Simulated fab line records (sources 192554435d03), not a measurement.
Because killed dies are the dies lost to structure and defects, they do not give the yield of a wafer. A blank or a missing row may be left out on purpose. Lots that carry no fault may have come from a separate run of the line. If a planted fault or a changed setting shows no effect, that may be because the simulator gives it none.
Comparing a struck lot with a sound one | flow n5Finfet | 21 out of 1938 route steps
Sound: wafers L181.1, L181.2, L181.3. Struck: wafers L173.3, L173.5, L173.6. The cause is given at the end.
Each step with rows lists, per side, the tool, then ch with its chambers, then its first start. Under that, the readings that differ: sound wafers | struck wafers | difference of the means | sigmas: that difference in standard deviations of wafers without a fault.
alike: same words and numbers on both sides, and readings whose means sit less than 2 such deviations apart. not compared: any withheld reading, any reading some wafer has no value for, any bound like >300 that may hide the same value, and any number with overlapping values for which the record gives no deviation.
The two part at a step that has a row with sigmas, a row that says differs or no value, or rows on one side only. When numbers do not overlap yet have no deviation, they are printed without sigmas and do not part them. A reading that every wafer of one side lacks parts them only if that side has two wafers or more.

first, 8 steps without rows for these wafers: N5_BEOL_M6_SPUTTER_48 (material Cu, target thk 10 nm, time 1.667 s); N5_BEOL_M6_ECD_50 (material Cu, target thk 300 nm); N5_BEOL_M6_ANNEAL_51 (time 90 s); N5_BEOL_M6_CMP_52 (polishes, stops on SiCOH lowk, t overpolish 6.9 s, target thk 80 nm); N5_BEOL_M6_PRE_CLEAN_55 (time 15 s); N5_BEOL_M6_DEP_56 (deposits SiCN from 3MS/NH3, target thk 10 nm, time 17.5 s); N5_BEOL_M7_ILD_DEP_00 (deposits SiCOH lowk from DEMS/porogen, target thk 179.75 nm, time 33.4 s); N5_BEOL_M7_CURE_74 (cures SiCOH lowk, time 240 s).
N5_BEOL_M7_PECVD_70: deposits SiO2 from TEOS/O2, target thk 20 nm, time 22.7 s.
  sound on pecvd-03 ch 0,1,2, day 12 23:37; struck on pecvd-01 ch 0,1,2, day 10 18:29
  alike: heaterPowerOuterW, heaterPowerW, showerheadPlenumPTorr, throttleValvePct
then, 9 steps without rows for these wafers: N5_BEOL_M7_HM_DEP_02 (deposits TiN, target thk 20 nm); N5_BEOL_M7_COAT_59 (time 60 s, resist thk 100 nm); N5_BEOL_M7_COAT_60 (time 60 s, resist thk 35 nm); N5_BEOL_M7_COAT_05 (resist thk 90 nm); N5_BEOL_M7_EBR_07; N5_BEOL_M7_SOFTBAKE_06 (time 60 s); N5_BEOL_M7_EXPOSE_08 (exposes mask M7); N5_BEOL_M7_PEB_09 (peb time 60 s); N5_BEOL_M7_DEVELOP_10 (develop time 30 s).
N5_BEOL_M7_INSPECT_13: inspects for defects (brightfield).
  sound on defectInspect-02, day 13 00:34; struck on defectInspect-02, day 10 20:38
reading        | sound       | struck         | difference | sigmas
rawDefectCount | 605 430 522 | 1100 1052 1077 | +557       | +6
then, 1 step without rows for these wafers: N5_BEOL_M7_DESCUM_16 (chemistry O2, time 7.9 s).
-- a jump in the record: the struck wafers' starts before and after are 3 days apart (it breaks off in module BEOL_M7 and resumes in module PASSIVATION, where the first step shown is number 1936 of the route) --
N5_PASSIVATION_PROBE_49:
  record: rows for the struck wafers here (prober-02, day 14 03:20), none for the sound ones

== WHERE THEY PART ==
At N5_BEOL_M7_INSPECT_13 first; at N5_PASSIVATION_PROBE_49 last (within this record only).

WHY: whatever the simulator had introduced
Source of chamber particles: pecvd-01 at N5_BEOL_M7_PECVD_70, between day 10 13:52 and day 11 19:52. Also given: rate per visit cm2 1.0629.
